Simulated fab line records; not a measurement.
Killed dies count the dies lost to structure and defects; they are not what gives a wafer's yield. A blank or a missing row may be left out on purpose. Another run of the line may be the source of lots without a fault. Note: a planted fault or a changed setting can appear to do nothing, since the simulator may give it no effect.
Which tool is to blame? + flow nand-harc + 14 lots, 42 wafers sampled, at 4 steps of a route of 1302

WHAT THE GAUGES READ, wafer by wafer
NHARC_A_SOURCE_PLATE_THK_MEAS_06: measures by ellipsometry. Usual: thk-nm 199.4 nm, standard deviation 2.1.
| lot  | measured     | on            | thk-nm (nm)       | flag |
|------|--------------|---------------|-------------------|------|
| L269 | day 7 19:20  | film-metro-01 | 193.3 194.2 195.4 |      |
| L271 | day 8 08:32  | film-metro-02 | 199.1 200.3 200.6 |      |
| L272 | day 9 01:15  | film-metro-01 | 199.3 198.1 198.1 |      |
| L274 | day 9 17:27  | film-metro-02 | 200.6 196.6 198.8 |      |
| L275 | day 10 11:10 | film-metro-02 | 197.5 198.7 196.5 |      |
| L278 | day 11 06:05 | film-metro-02 | 199.8 200.1 199.9 |      |
| L282 | day 13 21:54 | film-metro-01 | 200.5 199.7 201.9 |      |
| L284 | day 14 06:32 | film-metro-01 | 200.5 200.3 199.6 |      |
| L285 | day 14 13:20 | film-metro-02 | 200.0 198.8 200.1 |      |
| L286 | day 14 23:44 | film-metro-01 | 198.5 196.9 200.0 |      |
| L287 | day 15 05:32 | film-metro-01 | 199.9 200.9 199.7 |      |
| L289 | day 16 09:13 | film-metro-01 | 198.2 199.4 199.8 |      |
| L290 | day 16 14:12 | film-metro-01 | 198.1 202.1 200.4 |      |
| L291 | day 17 00:20 | film-metro-01 | 198.9 200.5 199.4 |      |

NHARC_A_ONON_D1_THK_MEAS_08: measures by ellipsometry. Usual: thk-nm 1000 nm, standard deviation 8.1.
| lot  | measured     | on            | thk-nm (nm)    | flag |
|------|--------------|---------------|----------------|------|
| L269 | day 7 21:08  | film-metro-02 | 998 996 999    |      |
| L271 | day 8 10:19  | film-metro-01 | 1004 1004 1004 |      |
| L272 | day 9 03:01  | film-metro-02 | 991 994 994    |      |
| L274 | day 9 19:16  | film-metro-02 | 1000 998 997   |      |
| L275 | day 10 12:56 | film-metro-02 | 1007 1007 1005 |      |
| L278 | day 11 07:54 | film-metro-02 | 1000 1001 999  |      |
| L282 | day 13 23:41 | film-metro-01 | 999 1000 1001  |      |
| L284 | day 14 08:20 | film-metro-02 | 996 997 997    |      |
| L285 | day 14 15:10 | film-metro-02 | 998 998 997    |      |
| L286 | day 15 01:31 | film-metro-02 | 999 1000 1000  |      |
| L287 | day 15 07:19 | film-metro-02 | 985 984 983    |      |
| L289 | day 16 11:02 | film-metro-02 | 1002 1001 1000 |      |
| L290 | day 16 15:59 | film-metro-01 | 1015 1013 1015 |      |
| L291 | day 17 02:07 | film-metro-01 | 983 984 984    |      |

NHARC_A_ONON_D1_THK_MEAS_21: measures by ellipsometry. Usual: thk-nm 1000 nm, standard deviation 10.
| lot  | measured     | on            | thk-nm (nm)    | flag |
|------|--------------|---------------|----------------|------|
| L269 | day 8 06:34  | film-metro-02 | 990 991 990    |      |
| L271 | day 8 22:52  | film-metro-02 | 1022 1024 1022 |      |
| L272 | day 9 13:13  | film-metro-01 | 996 994 996    |      |
| L274 | day 10 01:38 | film-metro-01 | 1015 1013 1014 |      |
| L275 | day 11 02:27 | film-metro-01 | 913 912 912    | OFF  |
| L278 | day 11 20:00 | film-metro-01 | 925 925 926    | OFF  |
| L282 | day 14 09:10 | film-metro-01 | 995 995 994    |      |
| L284 | day 14 17:55 | film-metro-01 | 975 976 975    |      |
| L285 | day 15 01:09 | film-metro-01 | 997 995 994    |      |
| L286 | day 15 12:26 | film-metro-01 | 1017 1017 1019 |      |
| L287 | day 15 20:22 | film-metro-02 | 1002 999 1001  |      |
| L289 | day 16 22:03 | film-metro-01 | 1002 1002 1001 |      |
| L290 | day 17 01:32 | film-metro-01 | 991 992 994    |      |
| L291 | day 17 11:55 | film-metro-01 | 1008 1008 1008 |      |

WHAT TOOL EACH LOT RAN ON (gives the tool, then ch and the chambers of the sampled wafers, and finally the start)
| lot  | NHARC_A_ONON_D1_DEP_19           |
|------|----------------------------------|
| L269 | pecvd-onon-02 ch 0, day 8 06:07  |
| L271 | pecvd-onon-04 ch 0, day 8 22:25  |
| L272 | pecvd-onon-04 ch 0, day 9 12:42  |
| L274 | pecvd-onon-02 ch 0, day 10 01:11 |
| L275 | pecvd-onon-01 ch 0, day 11 01:56 |
| L278 | pecvd-onon-01 ch 0, day 11 19:33 |
| L282 | pecvd-onon-01 ch 0, day 14 08:46 |
| L284 | pecvd-onon-01 ch 0, day 14 17:28 |
| L285 | pecvd-onon-01 ch 0, day 15 00:38 |
| L286 | pecvd-onon-04 ch 0, day 15 11:59 |
| L287 | pecvd-onon-01 ch 0, day 15 19:50 |
| L289 | pecvd-onon-01 ch 0, day 16 21:39 |
| L290 | pecvd-onon-01 ch 0, day 17 01:02 |
| L291 | pecvd-onon-02 ch 0, day 17 11:28 |
- NHARC_A_ONON_D1_DEP_19: target thk 1000 nm.

AS READ BY THE TOOLS THEMSELVES (means over the sampled wafers that have a number; for cases with no such wafer, the mark the record gives instead)
The record holds no such reading with a usual standard deviation.

THE ANSWER, worked out from the rows above alone
Rule: lot off if the mean of its wafers having a number is beyond 3 standard deviations from the usual mean. A lot without any number at a reading at which 4 lots or more have one is off too. Where the step has rows for the other lots, those lots are counted as sound. After the gauges, taken in route order, come the tools' own readings; for these a lot's mean is taken, as printed above. The first step at which some lot is off is used, and at that step the reading that is off furthest; a lot without a number counts as furthest.
Off, at NHARC_A_ONON_D1_THK_MEAS_21 on thk-nm: L275, L278.
If a tool, at a process step before that reading, ran all the lots that are off and no sound lot after the first of them, it fits. Those tools and the gauges at NHARC_A_ONON_D1_THK_MEAS_21 are tried in the same way. None of those tried fits.

WHAT THE SIMULATOR HAD INSERTED
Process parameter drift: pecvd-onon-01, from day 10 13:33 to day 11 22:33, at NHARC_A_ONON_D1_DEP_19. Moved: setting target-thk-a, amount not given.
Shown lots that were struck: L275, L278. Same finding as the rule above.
